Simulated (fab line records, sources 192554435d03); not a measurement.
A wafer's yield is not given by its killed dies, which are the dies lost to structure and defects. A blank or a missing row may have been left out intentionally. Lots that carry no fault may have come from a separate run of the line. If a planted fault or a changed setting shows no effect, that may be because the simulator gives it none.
Matching of chambers	flow n5_finfet	4 sister chambers for N5_HKMG_FIN_ALD_71 on ald_metal-03
The step deposits TiN, target thk 1 nm, pulse time 1 s, purge time 3 s. 16 wafers are shown with their chamber, then 8 later ones without.

## WAFERS, EACH WITH ITS CHAMBER
wafer	chamber	heater_power_w (W)	precursor_pulse_height_rel
L074.1	3	838	1.002
L074.2	1	908	0.974
L074.3	2	931	0.969
L083.2	1	932	1.021
L083.3	0	1001	1.046
L083.4	0	1013	1.007
L089.1	0	1033	1.049
L089.2	3	823	1.035
L089.3	1	925	1.017
L089.4	2	892	1.018
L089.5	2	926	0.993
L089.6	3	828	0.998
L090.1	3	811	0.991
L090.2	0	1015	1.003
L090.3	1	927	0.987
L090.4	2	930	0.996

SIGNATURES (means of the wafers above)
reading	chamber 0	chamber 1	chamber 2	chamber 3	scatter within a chamber
heater_power_w	1015.50	923.00	919.75	825.00	13.7
precursor_pulse_height_rel	1.02625	0.99975	0.99400	1.00650	0.0219
Rule: a wafer lies at a distance from a chamber equal to the root of the sum of squares, over the readings, of (its reading less the chamber's mean, divided by the reading's scatter). If the next closest chamber is less than 2 further off than the closest, the wafer can't be placed; otherwise it belongs to the closest. The scatter: take each reading less its chamber's mean, square it, sum over the shown wafers, divide by the number of wafers less the number of chambers, and take the root.

## WAFERS WITH NO CHAMBER GIVEN
wafer	heater_power_w (W)	precursor_pulse_height_rel
L090.5	816	0.983
L090.6	1014	1.011
L092.2	996	0.968
L092.4	843	0.994
L092.5	997	1.037
L093.2	1003	0.993
L093.3	917	1.023
L093.4	819	1.030

## CHAMBER TAKEN BY EACH
wafer	from the rows above	in truth
L090.5	3	3
L090.6	0	0
L092.2	0	0
L092.4	3	3
L092.5	0	0
L093.2	0	0
L093.3	can't be placed: 1 or 2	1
L093.4	3	3
Correctly placed: 7 of 8. Cannot be placed on the basis of these rows: 1; the candidates contain the true chamber in 1. 0 placed wrongly.
